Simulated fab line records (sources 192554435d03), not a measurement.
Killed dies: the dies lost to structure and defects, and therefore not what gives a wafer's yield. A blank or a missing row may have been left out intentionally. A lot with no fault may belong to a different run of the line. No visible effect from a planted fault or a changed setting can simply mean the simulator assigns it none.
fab line records	flow n5-finfet
record lots=10	wafers=30	last-day=18
route steps=1938 shown PMOS_HMC_CHANNEL_EPI@65 BEOL_M4@1111
lots that met no fault: taken from a fault-free run of the same line
start-h: the number of hours between the record's first day and the start of the first shown wafer of the lot	wait-h: hours from the lot's prior step to this one	" repeats the value in the row above	L1.1+2: one row covering several wafers at once	- no value, or no start given	* or withheld: withheld	< > ~ a bound
route shown NAME@n: a module of which the file shows steps, and the number in the route of the first	usual: the fault-free wafers' mean and standard deviation	same: alike in all rows	chamber/n: place in a boat	sites: each site's reading	_std_site: the values' standard deviation	_edge_site: inner sites' mean taken away from outer sites' mean	radius-mm: for every site, how far away it sits from the centre of the wafer	mask NAME#n: copy n	behind: tool/chamber where the wafer was last shaped	hold: the reason the lot was held/the length of the hold in hours/how it ended	device: transistor that didn't switch, given as n, p or np	end of line: the tests these same wafers got at the end of their route	a step with no rows: only its recipe	killed: the dies lost at the first sort to structure and to defects; this is not the yield of the wafer	map: shows each die of a wafer: x if killed, . if not, _ if none is there
set.NAME: the setting the step ran with; set.NAME@STEP: the setting that earlier step ran with	model.NAME: the simulator's own value behind a step, which no gauge read
the route's steps for a sample of lots (tables are steps, rows are wafers)
services: a tool's chamber out of use, with start hour (start-h, from the record's first day; less than 0 if before it), hours out, and reason
## steps
# step N5_PMOS_HMC_CHANNEL_EPI_CD_MEAS_09
# recipe target-cd-nm=237.4	landing-energy-ev=500	detector=se-inlens
# usual cd-nm=237.3/1.1
lot.wafer	tool	chamber	start-h	wait-h	cd-nm
L660.3	cd-sem-03	0	17.28	-	239.5
L660.5	"	0	"	"	237.7
L660.6	"	0	"	"	237.1
L662.4	cd-sem-02	0	29.38	-	237.4
L662.5	"	0	"	"	236.2
L662.6	"	0	"	"	236.0
L664.3	cd-sem-03	0	41.87	-	237.0
L664.4	"	0	"	"	235.6
L664.6	"	0	"	"	237.0
L665.2	cd-sem-02	0	47.25	-	237.9
L665.3	"	0	"	"	237.6
L665.4	"	0	"	"	238.8
L667.1	cd-sem-02	0	59.28	-	236.2
L667.4	"	0	"	"	235.9
L667.5	"	0	"	"	235.8
L671.2	cd-sem-01	0	83.60	-	235.8
L671.3	"	0	"	"	237.1
L671.4	"	0	"	"	238.1
L674.1	cd-sem-03	0	101.10	-	236.5
L674.5	"	0	"	"	235.6
L674.6	"	0	"	"	236.8
L675.2	cd-sem-03	0	107.12	-	238.9
L675.5	"	0	"	"	238.7
L675.6	"	0	"	"	237.7
L681.3	cd-sem-01	0	143.67	-	238.3
L681.5	"	0	"	"	236.9
L681.6	"	0	"	"	238.0
L683.2	cd-sem-03	0	155.46	-	239.2
L683.3	"	0	"	"	238.0
L683.5	"	0	"	"	239.1
# step N5_PMOS_HMC_CHANNEL_EPI_INSPECT_11
# recipe mode=adi	inspect-instrument=macro
# usual raw-defect-count=2/1.4
lot.wafer	tool	chamber	start-h	wait-h	raw-defect-count
L660.3	defect-inspect-02	-	17.33	0.0	3
L660.5	"	-	"	"	3
L660.6	"	-	"	"	2
L662.4	defect-inspect-02	-	29.44	0.0	4
L662.5	"	-	"	"	2
L662.6	"	-	"	"	1
L664.3	defect-inspect-01	-	41.92	0.0	0
L664.4	"	-	"	"	1
L664.6	"	-	"	"	2
L665.2	defect-inspect-02	-	47.30	0.0	5
L665.3	"	-	"	"	1
L665.4	"	-	"	"	4
L667.1	defect-inspect-02	-	59.33	0.0	1
L667.4	"	-	"	"	1
L667.5	"	-	"	"	2
L671.2	defect-inspect-02	-	83.65	0.0	5
L671.3	"	-	"	"	2
L671.4	"	-	"	"	4
L674.1	defect-inspect-01	-	101.15	0.0	3
L674.5	"	-	"	"	4
L674.6	"	-	"	"	3
L675.2	defect-inspect-02	-	107.18	0.0	7
L675.5	"	-	"	"	2
L675.6	"	-	"	"	0
L681.3	defect-inspect-02	-	143.72	0.0	2
L681.5	"	-	"	"	3
L681.6	"	-	"	"	0
L683.2	defect-inspect-02	-	155.51	0.0	1
L683.3	"	-	"	"	0
L683.5	"	-	"	"	1
# step N5_PMOS_HMC_CHANNEL_EPI_ETCH_38
# recipe chemistry=CF4	target=SiO2	target-depth-a=15	ion-energy-ev=350	pressure-mtorr=10	icp-w=800	bias-w=400	cf4-flow-sccm=80
# usual drypump-motor-current-A=5.7/0.44	oes-product-au=0.993/0.018	throttle-valve-pct=21.82/0.24
lot.wafer	tool	chamber	start-h	wait-h	drypump-motor-current-A	oes-product-au	rf-hours-counter-h	throttle-valve-pct
L660.3	rie-si-04	3	17.80	0.0	5.0	1.002	163	21.67
L660.5	"	0	"	"	5.9	0.993	-	21.54
L660.6	"	3	"	"	5.0	1.003	-	21.69
L662.4	rie-si-05	2	30.29	0.0	5.6	0.965	182	21.75
L662.5	"	0	"	"	6.4	0.989	-	21.48
L662.6	"	1	"	"	6.4	0.958	-	21.64
L664.3	rie-si-02	2	42.60	0.0	5.2	1.022	115	21.95
L664.4	"	0	"	"	5.4	1.000	57	22.26
L664.6	"	1	"	"	5.8	0.971	-	22.23
L665.2	rie-si-04	1	48.15	0.0	5.4	0.977	65	21.70
L665.3	"	2	"	"	6.2	0.978	158	21.84
L665.4	"	0	"	"	5.9	0.988	5	21.54
L667.1	rie-si-04	2	59.80	0.0	6.2	0.996	158	21.84
L667.4	"	1	"	"	5.4	0.990	65	21.70
L667.5	"	2	"	"	6.2	0.980	-	21.84
L671.2	rie-si-05	1	84.33	0.0	6.4	0.957	132	21.65
L671.3	"	0	"	"	6.4	0.988	76	21.46
L671.4	"	3	"	"	5.6	1.015	144	21.70
L674.1	rie-si-05	0	101.64	0.0	6.4	1.003	77	21.45
L674.5	"	3	"	"	5.7	0.819	-	21.62
L674.6	"	2	"	"	5.6	0.974	-	21.76
L675.2	rie-si-04	2	107.64	0.0	6.2	0.990	159	21.84
L675.5	"	0	"	"	5.9	1.000	-	21.53
L675.6	"	3	"	"	5.0	1.020	-	21.70
L681.3	rie-si-04	3	144.41	0.0	5.0	1.003	165	21.70
L681.5	"	3	"	"	5.0	1.001	-	21.69
L681.6	"	2	"	"	6.2	0.975	-	21.84
L683.2	rie-si-02	2	155.98	0.0	5.3	1.024	117	21.94
L683.3	"	3	"	"	6.1	0.977	6	22.04
L683.5	"	2	"	"	5.3	1.023	-	21.95
# step N5_PMOS_HMC_CHANNEL_EPI_THK_MEAS_22
# recipe reads=SiGe30_of_PMOS_HMC_CHANNEL_EPI_EPI_20
# usual HMC_CMP_THK=53.8/0.93
lot.wafer	tool	chamber	start-h	wait-h	HMC_CMP_THK[nm]
L660.3	film-metro-01	-	19.72	-	54.8
L660.5	"	-	"	"	53.1
L660.6	"	-	"	"	54.3
L662.4	film-metro-01	-	32.20	-	53.0
L662.5	"	-	"	"	54.1
L662.6	"	-	"	"	53.4
L664.3	film-metro-02	-	44.46	-	55.2
L664.4	"	-	"	"	53.9
L664.6	"	-	"	"	54.1
L665.2	film-metro-02	-	49.97	-	52.3
L665.3	"	-	"	"	53.7
L665.4	"	-	"	"	53.5
L667.1	film-metro-01	-	62.10	-	54.1
L667.4	"	-	"	"	52.2
L667.5	"	-	"	"	54.5
L671.2	film-metro-02	-	86.56	-	52.7
L671.3	"	-	"	"	54.2
L671.4	"	-	"	"	55.2
L674.1	film-metro-02	-	103.47	-	54.7
L674.5	"	-	"	"	55.3
L674.6	"	-	"	"	52.3
L675.2	film-metro-01	-	109.91	-	54.3
L675.5	"	-	"	"	53.6
L675.6	"	-	"	"	54.5
L681.3	film-metro-02	-	146.23	-	54.7
L681.5	"	-	"	"	54.8
L681.6	"	-	"	"	53.9
L683.2	film-metro-02	-	157.80	-	54.7
L683.3	"	-	"	"	52.6
L683.5	"	-	"	"	55.0
# step N5_BEOL_M4_RC_MEAS_101
# usual DIBL_N=36.4/1.6	DIBL_P=36.2/1.8	IOFF_N=0.159/0.029	IOFF_P=0.21/0.034	ION_N=670/12	ION_P=459/8.2	SS_N=71.5/0.59	SS_P=73.2/0.54	VT_N=250/3.3	VT_P=-250/3.7
lot.wafer	tool	chamber	start-h	wait-h	DIBL_N[mV/V]	DIBL_P[mV/V]	IOFF_N[nA/um]	IOFF_P[nA/um]	ION_N[uA/um]	ION_P[uA/um]	SS_N[mV/dec]	SS_P[mV/dec]	VT_N[mV]	VT_P[mV]
L660.3	prober-02	0	188.80	0.3	35.8	37.4	0.150	0.20	673	460	71.2	73.4	248	-251
L660.5	"	0	"	"	36.6	37.3	0.153	0.20	659	447	71.3	73.6	251	-252
L660.6	"	0	"	"	36.6	37.5	0.164	0.21	671	459	71.5	73.1	251	-254
L662.4	prober-02	0	204.10	0.5	34.8	33.3	0.133	0.20	674	465	70.2	73.3	252	-249
L662.5	"	0	"	"	37.0	35.7	0.170	0.24	685	464	71.5	72.6	248	-247
L662.6	"	0	"	"	36.3	34.5	0.144	0.22	658	459	71.6	73.3	252	-247
L664.3	prober-01	0	211.86	0.3	37.4	39.1	0.216	0.26	689	473	71.9	73.9	241	-246
L664.4	"	0	"	"	34.0	34.9	0.136	0.20	673	460	70.8	73.1	251	-253
L664.6	"	0	"	"	35.3	35.5	0.154	0.19	667	454	71.1	73.5	250	-253
L665.2	prober-02	0	217.85	0.2	33.8	34.1	0.128	0.17	663	456	71.1	72.2	251	-250
L665.3	"	0	"	"	38.0	39.1	0.205	0.24	686	462	72.1	73.4	247	-246
L665.4	"	0	"	"	36.7	37.2	0.165	0.19	679	464	71.7	73.5	248	-254
L667.1	prober-01	0	243.95	0.0	35.2	33.9	0.121	0.16	656	441	71.2	73.0	254	-259
L667.4	"	0	"	"	35.8	34.4	0.130	0.16	657	441	71.6	72.5	257	-258
L667.5	"	0	"	"	37.1	36.6	0.148	0.19	664	452	71.6	73.4	252	-256
L674.1	prober-02	0	258.39	0.0	35.5	35.8	0.130	0.20	656	452	71.0	73.0	253	-251
L674.5	"	0	"	"	35.2	35.1	0.126	0.18	668	461	70.8	72.8	254	-252
L674.6	"	0	"	"	36.1	32.9	0.127	0.15	643	445	72.0	72.8	256	-255
L671.2	prober-01	0	260.05	0.2	36.5	36.5	0.153	0.20	663	457	71.3	73.3	250	-253
L671.3	"	0	"	"	34.5	33.8	0.119	0.16	657	449	70.7	72.7	256	-254
L671.4	"	0	"	"	36.1	36.9	0.135	0.20	658	459	70.6	73.9	253	-252
L675.2	prober-02	0	285.85	0.2	34.7	34.2	0.115	0.17	649	448	70.8	72.9	254	-255
L675.5	"	0	"	"	36.9	36.8	0.151	0.23	661	456	71.6	73.2	249	-250
L675.6	"	0	"	"	36.5	35.8	0.152	0.20	657	452	70.8	73.2	252	-253
L681.3	prober-02	0	311.25	0.3	35.5	34.9	0.113	0.14	649	443	71.2	72.3	257	-262
L681.5	"	0	"	"	38.6	39.7	0.190	0.20	673	453	72.2	73.7	250	-253
L681.6	"	0	"	"	36.9	37.1	0.152	0.16	675	455	71.9	72.9	251	-258
L683.2	prober-02	0	335.34	0.2	37.0	37.7	0.179	0.27	671	468	72.1	73.9	248	-245
L683.3	"	0	"	"	32.8	33.8	0.114	0.20	657	466	70.8	72.3	255	-246
L683.5	"	0	"	"	32.9	34.5	0.119	0.23	660	464	70.8	73.0	249	-247
## services
tool	chamber	start-h	hours	kind
rie-si-05	1	52.46	7.0	repair
rie-si-04	-	68.62	2.7	repair
rie-si-05	3	85.47	14.4	repair
rie-si-04	0	115.10	8.9	repair
rie-si-02	3	117.12	13.7	repair
rie-si-04	1	121.01	2.2	repair
rie-si-05	2	142.14	3.9	repair
## key
first-sign step=N5_PMOS_HMC_CHANNEL_EPI_ETCH_38	reading=oes-product-au	direction=down	sigmas=9.9	usual=0.993	struck=0.819
effect none on later readings
met-at N5_PMOS_HMC_CHANNEL_EPI_ETCH_38
struck-lots L674
struck-wafers L674.5
not-acting-at N5_PMOS_HMC_CHANNEL_EPI_CD_MEAS_09,N5_PMOS_HMC_CHANNEL_EPI_INSPECT_11,N5_PMOS_HMC_CHANNEL_EPI_THK_MEAS_22
onset-between 84.33 101.64
fault kind=process-parameter-drift	tool=rie-si-05	chamber=3	onset-h=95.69	steps=N5_PMOS_HMC_CHANNEL_EPI_ETCH_38	channel=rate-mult	offset=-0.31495	shape=step	end-h=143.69
